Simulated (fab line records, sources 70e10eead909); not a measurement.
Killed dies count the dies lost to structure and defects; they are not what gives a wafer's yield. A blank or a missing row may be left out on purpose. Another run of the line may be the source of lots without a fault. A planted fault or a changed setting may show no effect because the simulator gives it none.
fab line records | flow nand-harc
record lots=11 wafers=33 last-day=33
route steps=1302 shown A_SLIT@936 A_WL_FILL@952
lots with no fault: from the same line, run without faults
start-h: the number of hours between the record's first day and the start of the first shown wafer of the lot | wait-h: time in hours since the lot's previous step | " as in the row above | L1.1+2: a row that stands for several wafers | - value missing, or start not given | * or withheld: withheld | < > ~ a bound
route shown NAME@n: NAME is a module with steps in the file, n the number in the route of the first one | usual: the fault-free wafers' mean and standard deviation | same: alike in all rows | chamber/n: place in a boat | sites: each site's reading | _std_site: how widely they spread, as a standard deviation | _edge_site: the outer-site mean with the inner-site mean subtracted | radius-mm: for every site, how far away it sits from the centre of the wafer | mask NAME#n: copy n | behind: tool/chamber where the wafer was last shaped | hold: cause of the lot's hold/its duration in hours/its outcome | device: the transistor (n, p or np) that didn't switch | end of line: the same wafers' tests at the end of the route | a step given without rows: its recipe and nothing more | killed: not the wafer's yield, but the dies lost to structure and defects at the first sort | map: the dies of a wafer, with x for killed, . for not killed, _ for no die there
set.NAME: the setting as run; set.NAME@STEP: as run at that earlier step | model.NAME: the simulator's own value behind a step, which no gauge read
the route's steps for a sample of lots (tables are steps, rows are wafers)
services: a tool's chamber out of use, with start hour (start-h, from the record's first day; less than 0 if before it), hours out, and reason
## steps
# step NHARC_A_SLIT_DESCUM_14
# recipe time-s=3 o2-flow-sccm=200 ar-flow-sccm=0 bias-power-w=0 chemistry=O2
# usual chamber-pressure-mTorr=60.00/0.053 drypump-motor-current-A=5.7/0.38 oes-product-au=1.002/0.0069 rf-vpp-V=58.1/0.8 showerhead-plenum-p-Torr=1.96/0.08 throttle-valve-pct=11.312/0.0088
# same time-s=3
# columns lot.wafer tool chamber start-h wait-h chamber-pressure-mTorr drypump-motor-current-A oes-product-au rf-hours-counter-h rf-vpp-V showerhead-plenum-p-Torr throttle-valve-pct
L308.1 rie-diel-10 0 444.28 0.1 60.03 5.3 1.003 1 57.3 1.96 11.315
L308.3 " 2 " " 60.00 5.5 1.011 1 57.9 1.83 11.313
L308.5 " 0 " " 60.00 5.3 1.008 - 58.6 1.96 11.327
L310.3 rie-diel-06 2 474.59 0.1 59.91 6.0 0.999 9 57.7 1.91 11.314
L310.2 " 0 " " 59.93 5.4 0.998 9 58.4 2.01 11.304
L310.6 " 3 " " 59.95 5.9 1.000 - 58.2 2.06 11.294
L312.4 rie-diel-07 2 488.68 0.1 59.99 5.7 0.990 0 57.4 1.85 11.312
L312.2 " 1 " " 60.03 5.6 0.998 0 56.8 1.90 11.315
L312.6 " 3 " " 60.05 5.5 1.007 - 59.0 1.98 11.305
L314.4 rie-diel-06 1 517.29 0.1 60.08 5.2 1.000 1 57.8 2.05 11.306
L314.6 " 0 " " 60.06 5.5 0.989 - 58.9 2.01 11.306
L314.5 " 1 " " 59.94 5.2 0.999 - 58.6 2.05 11.311
L313.2 rie-diel-10 1 517.45 0.1 60.10 5.3 0.999 6 56.0 1.90 11.295
L313.1 " 3 " " 59.98 5.5 0.994 6 57.5 1.83 11.304
L313.4 " 0 " " 60.02 5.4 0.984 6 58.2 1.96 11.314
L316.4 rie-diel-06 3 546.35 0.1 60.00 6.0 1.001 2 57.0 2.06 11.311
L316.1 " 0 " " 60.02 5.4 1.002 3 58.8 2.01 11.310
L316.5 " 2 " " 60.03 6.1 1.013 - 57.7 1.90 11.311
L317.2 rie-diel-06 3 550.76 0.1 60.04 5.9 0.999 3 58.1 2.06 11.313
L317.3 " 1 " " 60.08 5.3 1.005 3 59.2 2.05 11.308
L317.1 " 2 " " 59.97 6.0 1.003 3 57.3 1.90 11.306
L318.3 rie-diel-06 0 553.92 0.1 60.10 5.4 1.002 4 56.9 2.01 11.316
L318.1 " 3 " " 60.02 6.0 1.015 4 59.6 2.06 11.315
L318.5 " 1 " " 59.93 5.3 1.011 - 58.6 2.05 11.320
L320.1 rie-diel-06 0 573.60 0.1 60.02 5.4 1.000 7 58.0 2.01 11.313
L320.3 " 2 " " 59.89 6.1 1.003 6 57.5 1.90 11.316
L320.6 " 3 " " 60.02 6.0 1.005 - 57.5 2.06 11.318
L324.3 rie-diel-07 1 600.91 0.1 60.05 5.6 0.997 6 57.4 1.90 11.318
L324.5 " 1 " " 60.02 5.6 1.007 - 57.6 1.90 11.307
L324.6 " 2 " " 60.00 5.7 1.007 - 57.1 1.85 11.296
L331.3 rie-diel-06 1 672.72 0.1 59.96 5.2 1.000 0 58.2 2.05 11.311
L331.2 " 2 " " 60.08 6.1 0.998 0 57.9 1.90 11.325
L331.5 " 0 " " 60.00 5.4 1.007 - 57.6 2.01 11.307
# step NHARC_A_WL_FILL_ALD_00
# recipe target-thk-a=30 pulse-time-s=3 ald-cycles=30 temp-c=300 material=Al2O3
# usual ald-cycles=30/0 heater-power-outer-w=279/24 heater-power-w=497/51 precursor-pulse-height-rel=1.000/0.02 susceptor-temp-C=299.99/0.21
# columns lot.wafer tool chamber start-h wait-h ald-cycles heater-power-outer-w heater-power-w precursor-pulse-height-rel susceptor-temp-C
L308.3 ald-hk-02 0 457.83 0.2 30 264 452 0.964 300.01
L308.1 " 1 " " 30 266 473 1.003 300.24
L308.5 " 0 " " 30 275 443 1.003 299.90
L310.2 ald-hk-02 0 489.09 0.1 30 260 455 1.027 299.88
L310.3 " 1 " " 30 266 466 1.011 300.26
L310.6 " 3 " " 30 260 480 1.001 300.21
L312.4 ald-hk-04 1 501.75 0.1 30 333 594 0.988 300.19
L312.2 " 3 " " 30 245 448 1.018 299.65
L312.6 " 0 " " 30 301 497 0.997 299.91
L313.1 ald-hk-01 3 530.43 0.1 30 314 517 0.999 299.87
L313.2 " 0 " " 30 289 482 1.011 300.05
L313.4 " 1 " " 30 275 470 0.971 300.41
L314.4 ald-hk-01 0 532.54 0.1 30 297 494 1.020 300.20
L314.5 " 0 " " 30 288 480 1.013 299.78
L314.6 " 1 " " 30 270 476 0.976 299.79
L316.1 ald-hk-02 0 559.98 0.1 30 261 470 0.983 299.72
L316.4 " 1 " " 30 266 469 0.995 300.13
L316.5 " 0 " " 30 263 452 1.000 299.97
L317.1 ald-hk-02 1 563.73 0.1 30 258 458 0.988 299.72
L317.2 " 2 " " 30 302 578 1.006 299.97
L317.3 " 3 " " 30 262 492 0.988 299.99
L318.1 ald-hk-04 0 567.74 0.9 30 309 503 0.986 299.82
L318.3 " 2 " " 30 230 436 0.997 299.89
L318.5 " 3 " " 30 252 441 0.993 299.96
L320.1 ald-hk-01 2 586.02 0.1 30 269 445 1.013 299.79
L320.3 " 3 " " 30 314 533 1.009 300.38
L320.6 " 1 " " 30 273 481 1.040 299.93
L324.3 ald-hk-02 0 613.95 0.3 30 262 446 0.993 300.00
L324.5 " 2 " " 30 308 572 0.993 300.04
L324.6 " 3 " " 30 263 483 1.010 300.00
L331.2 ald-hk-04 1 686.17 0.1 30 310 593 0.990 300.22
L331.3 " 2 " " 30 241 440 1.008 300.16
L331.5 " 1 " " 30 307 583 1.011 300.17
# step NHARC_A_WL_FILL_CVD_03
# recipe target-thk-a=400 temp-c=300 pressure-torr=40 wf6-flow-sccm=40 h2-flow-sccm=1600 ar-flow-sccm=1560 time-s=279 material=W
# usual heater-power-outer-w=272/22 heater-power-w=489/36 susceptor-temp-C=300.00/0.19 throttle-valve-pct=7.81/0.24
# same time-s=279
# columns lot.wafer tool chamber start-h wait-h heater-power-outer-w heater-power-w susceptor-temp-C throttle-valve-pct
L308.1 cvd-w-01 0 458.95 0.2 276 498 300.09 7.67
L308.3 " 0 " " 275 521 300.09 7.75
L308.5 " 0 " " 271 516 300.22 7.72
L310.2 cvd-w-02 1 490.01 0.1 278 464 299.78 7.91
L310.3 " 0 " " 230 416 299.94 8.31
L310.6 " 0 " " 229 414 299.89 8.20
L312.2 cvd-w-01 1 502.70 0.1 287 521 299.97 7.64
L312.4 " 1 " " 285 524 300.23 7.91
L312.6 " 1 " " 283 522 300.25 7.68
L313.1 cvd-w-01 1 531.35 0.1 290 517 300.22 7.60
L313.2 " 0 " " 278 513 300.06 7.91
L313.4 " 1 " " 292 512 300.09 7.76
L314.4 cvd-w-01 0 533.60 0.2 271 523 - 7.50
L314.6 " 1 " " 279 512 - 7.71
L314.5 " 0 " " 272 514 - 7.77
L316.1 cvd-w-01 0 560.94 0.1 258 498 300.00 7.54
L316.4 " 1 " " 294 512 299.91 7.95
L316.5 " 0 " " 254 503 300.09 7.78
L317.1 cvd-w-02 0 564.63 0.1 242 435 300.01 8.19
L317.2 " 1 " " 278 474 300.31 7.82
L317.3 " 0 " " 228 435 300.15 8.20
L318.1 cvd-w-02 1 568.68 0.1 280 475 300.11 7.75
L318.3 " 1 " " 278 451 300.15 7.91
L318.5 " 0 " " 233 436 299.66 8.23
L320.1 cvd-w-01 0 587.16 0.3 255 491 - 7.41
L320.3 " 1 " " 300 518 - 7.90
L320.6 " 1 " " 299 521 - 7.98
L324.3 cvd-w-01 0 614.96 0.2 259 500 299.65 7.59
L324.6 " 1 " " 296 522 299.88 7.76
L324.5 " 0 " " 262 483 299.58 7.52
L331.2 cvd-w-01 0 687.09 0.1 262 494 - 7.47
L331.3 " 0 " " 259 501 - 7.50
L331.5 " 1 " " 298 523 - 7.96
# step NHARC_A_WL_FILL_ALD_10
# recipe target-thk-a=500 pulse-time-s=10 ald-cycles=500 temp-c=300 material=SiO2
# usual ald-cycles=500/0 heater-power-outer-w=279/26 heater-power-w=494/50 precursor-pulse-height-rel=0.998/0.019 susceptor-temp-C=300.05/0.19
# columns lot.wafer tool chamber start-h wait-h ald-cycles heater-power-outer-w heater-power-w precursor-pulse-height-rel susceptor-temp-C
L308.1 ald-hk-01 3 465.32 3.1 500 320 525 0.990 299.83
L308.3 " 2 466.86 4.6 500 267 437 1.002 300.07
L308.5 " 0 467.88 5.7 500 278 470 0.980 300.10
L310.3 ald-hk-01 0 496.50 0.6 500 285 498 1.014 300.50
L310.2 " 1 " " 500 270 473 1.014 300.29
L310.6 " 3 498.03 2.1 500 316 532 0.979 299.68
L312.4 ald-hk-02 3 508.30 0.0 500 265 468 1.019 -
L312.2 " 2 509.82 1.6 500 311 586 0.986 -
L312.6 " 3 " " 500 264 471 0.991 -
L313.1 ald-hk-01 2 538.02 0.6 500 269 442 0.998 299.90
L313.4 " 3 " " 500 308 518 0.982 300.06
L313.2 " 0 " " 500 282 485 0.998 299.98
L314.4 ald-hk-04 0 538.06 0.6 500 299 509 1.001 300.08
L314.6 " 3 539.62 2.1 500 251 451 1.010 300.24
L314.5 " 0 " " 500 303 505 0.982 300.00
L316.1 ald-hk-01 3 567.07 0.6 500 312 514 0.994 300.05
L316.4 " 1 568.09 1.6 500 269 473 0.984 299.65
L316.5 " 3 569.12 2.6 500 302 520 1.027 300.06
L317.2 ald-hk-04 0 574.46 0.1 500 291 507 0.984 300.04
L317.1 " 1 " " 500 337 602 0.963 300.04
L317.3 " 2 " " 500 230 438 0.994 300.27
L318.3 ald-hk-02 3 574.99 0.6 500 271 486 1.026 299.74
L318.1 " 1 576.03 1.6 500 260 452 0.985 300.18
L318.5 " 3 577.07 2.7 500 271 486 0.996 300.22
L320.3 ald-hk-02 3 595.08 1.1 500 261 487 0.965 300.17
L320.1 " 0 " " 500 263 463 0.998 300.24
L320.6 " 1 " " 500 252 455 0.988 299.93
L324.3 ald-hk-02 3 621.86 0.6 555 260 481 0.980 300.09
L324.6 " 2 623.41 2.1 500 298 570 1.051 299.90
L324.5 " 3 " " 555 265 477 1.004 300.02
L331.3 ald-hk-01 2 693.82 0.1 500 273 438 0.987 300.19
L331.2 " 0 694.85 1.1 500 273 473 1.034 299.77
L331.5 " 3 696.40 2.6 500 306 521 1.010 300.21
## services
# columns tool chamber start-h hours kind
ald-hk-04 - 425.34 0.7 repair
ald-hk-04 - 434.83 10.0 pm
cvd-w-02 - 450.00 13.0 pm
rie-diel-07 3 455.74 5.0 repair
rie-diel-07 - 471.20 9.0 pm
ald-hk-01 - 473.11 1.1 repair
rie-diel-06 - 484.30 9.0 pm
rie-diel-06 2 504.07 1.2 repair
ald-hk-02 - 528.15 10.0 pm
ald-hk-02 0 528.15 10.0 vent-cycle
ald-hk-02 1 528.15 10.0 vent-cycle
ald-hk-02 2 528.15 10.0 vent-cycle
cvd-w-01 - 547.00 13.0 pm
ald-hk-01 - 550.26 2.2 repair
ald-hk-01 - 562.04 3.8 repair
rie-diel-10 0 573.52 10.9 repair
rie-diel-07 - 592.10 0.4 repair
rie-diel-10 - 596.69 9.0 pm
cvd-w-02 - 631.00 13.0 pm
rie-diel-10 3 641.99 8.2 repair
rie-diel-10 0 642.09 5.3 repair
rie-diel-07 - 648.20 9.0 pm
rie-diel-06 - 661.30 9.0 pm
ald-hk-01 - 663.30 10.0 pm
## key
first-sign step=NHARC_A_WL_FILL_ALD_10 reading=ald-cycles direction=up sigmas=99+ usual=500 struck=555
effect none on later readings
met-at NHARC_A_WL_FILL_ALD_10
struck-lots L324
struck-wafers L324.3,L324.5
tester-left-out L324
not-acting-at NHARC_A_SLIT_DESCUM_14,NHARC_A_WL_FILL_ALD_00,NHARC_A_WL_FILL_CVD_03
onset-between 595.08 621.86
fault kind=process-parameter-drift tool=ald-hk-02 chamber=3 onset-h=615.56 steps=NHARC_A_WL_FILL_ALD_10 channel=ald-cycles offset=55 shape=step end-h=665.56 acts-in=these-recipes-only stated=500
# tester-left-out: of these lots the tester's yield and bins aren't shown, on N5 and GAA mostly nor the transistor test; their killed dies are dies lost to structure and defects alone, not to doping, threshold or leakage, so they don't give the yield
